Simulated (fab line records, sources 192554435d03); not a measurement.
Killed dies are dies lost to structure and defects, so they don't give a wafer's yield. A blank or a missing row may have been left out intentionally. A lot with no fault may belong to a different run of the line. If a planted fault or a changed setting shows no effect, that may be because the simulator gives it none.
Matching of chambers / flow n5 finfet / N5_BEOL_M5_PRE_CLEAN_77 on cvd co-02: 3 sister chambers
The step time 15 s. 30 wafers are shown with their chamber, then 12 later ones without.

WAFERS PAIRED WITH THEIR CHAMBERS
wafer=L074.3; chamber=2; heater power w (W)=74
wafer=L074.4; chamber=0; heater power w (W)=98
wafer=L074.5; chamber=2; heater power w (W)=77
wafer=L075.1; chamber=1; heater power w (W)=146
wafer=L075.2; chamber=2; heater power w (W)=75
wafer=L075.3; chamber=2; heater power w (W)=76
wafer=L075.4; chamber=1; heater power w (W)=151
wafer=L075.5; chamber=2; heater power w (W)=76
wafer=L075.6; chamber=1; heater power w (W)=152
wafer=L076.2; chamber=2; heater power w (W)=74
wafer=L076.4; chamber=2; heater power w (W)=76
wafer=L076.6; chamber=2; heater power w (W)=75
wafer=L078.3; chamber=1; heater power w (W)=149
wafer=L078.4; chamber=0; heater power w (W)=97
wafer=L078.5; chamber=2; heater power w (W)=75
wafer=L084.2; chamber=0; heater power w (W)=99
wafer=L084.3; chamber=1; heater power w (W)=151
wafer=L084.6; chamber=1; heater power w (W)=148
wafer=L085.1; chamber=0; heater power w (W)=99
wafer=L085.4; chamber=1; heater power w (W)=154
wafer=L085.5; chamber=0; heater power w (W)=99
wafer=L087.3; chamber=1; heater power w (W)=148
wafer=L087.4; chamber=0; heater power w (W)=98
wafer=L087.6; chamber=0; heater power w (W)=99
wafer=L086.1; chamber=1; heater power w (W)=149
wafer=L086.2; chamber=0; heater power w (W)=101
wafer=L086.3; chamber=1; heater power w (W)=149
wafer=L086.4; chamber=0; heater power w (W)=99
wafer=L086.5; chamber=0; heater power w (W)=99
wafer=L086.6; chamber=1; heater power w (W)=151

SIGNATURES (averages over the wafers above)
reading=heater power w; chamber 0=98.80; chamber 1=149.82; chamber 2=75.33; scatter within a chamber=1.58
Rule: distance of a wafer from a chamber = root of the sum over the readings of ((wafer's reading minus chamber's mean) / reading's scatter) squared. The wafer belongs to the nearest chamber; if the next one is less than 2 further off, it can't be placed. The scatter: the root of (the sum of the squares of (reading less its chamber's mean) over the shown wafers, divided by (wafers less chambers)).

WAFERS WITHOUT THEIR CHAMBER
wafer=L091.1; heater power w (W)=97
wafer=L091.3; heater power w (W)=79
wafer=L091.6; heater power w (W)=100
wafer=L092.3; heater power w (W)=98
wafer=L092.5; heater power w (W)=151
wafer=L092.6; heater power w (W)=75
wafer=L094.1; heater power w (W)=96
wafer=L094.5; heater power w (W)=148
wafer=L094.6; heater power w (W)=78
wafer=L097.2; heater power w (W)=77
wafer=L097.3; heater power w (W)=99
wafer=L097.5; heater power w (W)=147

WHICH CHAMBER EACH WENT THROUGH
wafer=L091.1; from the rows above=0; in truth=0
wafer=L091.3; from the rows above=2; in truth=2
wafer=L091.6; from the rows above=0; in truth=0
wafer=L092.3; from the rows above=0; in truth=0
wafer=L092.5; from the rows above=1; in truth=1
wafer=L092.6; from the rows above=2; in truth=2
wafer=L094.1; from the rows above=0; in truth=0
wafer=L094.5; from the rows above=1; in truth=1
wafer=L094.6; from the rows above=2; in truth=2
wafer=L097.2; from the rows above=2; in truth=2
wafer=L097.3; from the rows above=0; in truth=0
wafer=L097.5; from the rows above=1; in truth=1
12 of 12 placed correctly. Left unplaced by these rows: 0. Placed wrongly: 0.
